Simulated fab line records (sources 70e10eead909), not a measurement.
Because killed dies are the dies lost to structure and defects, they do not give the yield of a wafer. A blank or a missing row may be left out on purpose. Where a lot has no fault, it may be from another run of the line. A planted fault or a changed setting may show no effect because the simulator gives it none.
Chamber matching / flow nandHarc / rieDiel-01 running NHARC_A_STAIRCASE_DESCUM_186: 4 sister chambers
The step chemistry O2, time 3 s. 4 wafers are shown with their chamber, then 11 later ones without.

WAFERS, EACH WITH ITS CHAMBER
wafer=L087.3; chamber=1; drypumpMotorCurrentA (A)=5.4
wafer=L089.1; chamber=0; drypumpMotorCurrentA (A)=5.6
wafer=L089.2; chamber=3; drypumpMotorCurrentA (A)=5.9
wafer=L090.2; chamber=2; drypumpMotorCurrentA (A)=6.1

WAFERS WITHOUT THEIR CHAMBER
wafer=L090.3; drypumpMotorCurrentA (A)=5.7
wafer=L090.6; drypumpMotorCurrentA (A)=6.1
wafer=L092.1; drypumpMotorCurrentA (A)=5.4
wafer=L092.5; drypumpMotorCurrentA (A)=5.4
wafer=L092.6; drypumpMotorCurrentA (A)=5.6
wafer=L093.1; drypumpMotorCurrentA (A)=6.1
wafer=L093.3; drypumpMotorCurrentA (A)=5.9
wafer=L093.5; drypumpMotorCurrentA (A)=5.6
wafer=L096.3; drypumpMotorCurrentA (A)=5.9
wafer=L096.4; drypumpMotorCurrentA (A)=5.4
wafer=L096.5; drypumpMotorCurrentA (A)=6.1

CHAMBER TAKEN BY EACH
wafer=L090.3; from the rows above=0; in truth=0
wafer=L090.6; from the rows above=2; in truth=2
wafer=L092.1; from the rows above=1; in truth=1
wafer=L092.5; from the rows above=1; in truth=1
wafer=L092.6; from the rows above=0; in truth=0
wafer=L093.1; from the rows above=2; in truth=2
wafer=L093.3; from the rows above=3; in truth=3
wafer=L093.5; from the rows above=0; in truth=0
wafer=L096.3; from the rows above=3; in truth=3
wafer=L096.4; from the rows above=1; in truth=1
wafer=L096.5; from the rows above=2; in truth=2
Placed correctly: 11 of 11. Not placeable from these rows: 0. 0 placed wrongly.
How it was worked out, from the rows above alone: a wafer's distance from a chamber is the root of the sum, over the readings, of the square of ((its reading less the chamber's mean) divided by the reading's scatter). If the next closest chamber is less than 2 further off than the closest, the wafer can't be placed; otherwise it belongs to the closest. Each chamber's mean is taken over the wafers shown for it. The scatter: with one shown wafer a chamber, the root of the mean of the squares of how far each hidden wafer lies from its nearest shown one.
